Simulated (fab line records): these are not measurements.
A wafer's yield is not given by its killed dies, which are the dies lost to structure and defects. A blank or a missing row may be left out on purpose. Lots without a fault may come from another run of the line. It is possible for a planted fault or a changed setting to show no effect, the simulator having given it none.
Chamber matching / flow n5Finfet / N5_BEOL_M2_ETCH_74 on rieDiel-06 has 4 sister chambers
The step etches underlayer in N2/H2, target depth 6.5 nm, time 5.2 s. 4 wafers are shown with their chamber, then 8 later ones without.

EACH WAFER AND ITS CHAMBER
wafer=L081.5; chamber=3; drypumpMotorCurrentA (A)=5.8
wafer=L090.5; chamber=0; drypumpMotorCurrentA (A)=5.0
wafer=L090.6; chamber=1; drypumpMotorCurrentA (A)=5.2
wafer=L091.1; chamber=2; drypumpMotorCurrentA (A)=6.6

WAFERS MISSING THEIR CHAMBER
wafer=L091.3; drypumpMotorCurrentA (A)=4.9
wafer=L091.6; drypumpMotorCurrentA (A)=5.2
wafer=L094.2; drypumpMotorCurrentA (A)=4.9
wafer=L094.5; drypumpMotorCurrentA (A)=4.9
wafer=L094.6; drypumpMotorCurrentA (A)=5.8
wafer=L095.1; drypumpMotorCurrentA (A)=5.1
wafer=L095.2; drypumpMotorCurrentA (A)=5.8
wafer=L095.4; drypumpMotorCurrentA (A)=5.8

WHICH CHAMBER EACH WENT THROUGH
wafer=L091.3; from the rows above=0; in truth=0
wafer=L091.6; from the rows above=1; in truth=1
wafer=L094.2; from the rows above=0; in truth=0
wafer=L094.5; from the rows above=0; in truth=0
wafer=L094.6; from the rows above=3; in truth=3
wafer=L095.1; from the rows above=can't be placed: 0 or 1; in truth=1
wafer=L095.2; from the rows above=3; in truth=3
wafer=L095.4; from the rows above=3; in truth=3
Placed correctly: 7 of 8. Cannot be placed on the basis of these rows: 1; the candidates contain the true chamber in 1. 0 placed wrongly.
How it was worked out, from the rows above alone: a wafer's distance from a chamber is the root of the sum, over the readings, of the square of ((its reading less the chamber's mean) divided by the reading's scatter). The wafer belongs to the nearest chamber; if the next one is less than 2 further off, it can't be placed. A chamber's mean is the mean of its shown wafers. The scatter (one wafer shown for each chamber): square how far every hidden wafer sits from the nearest shown wafer, average those squares and take the square root.
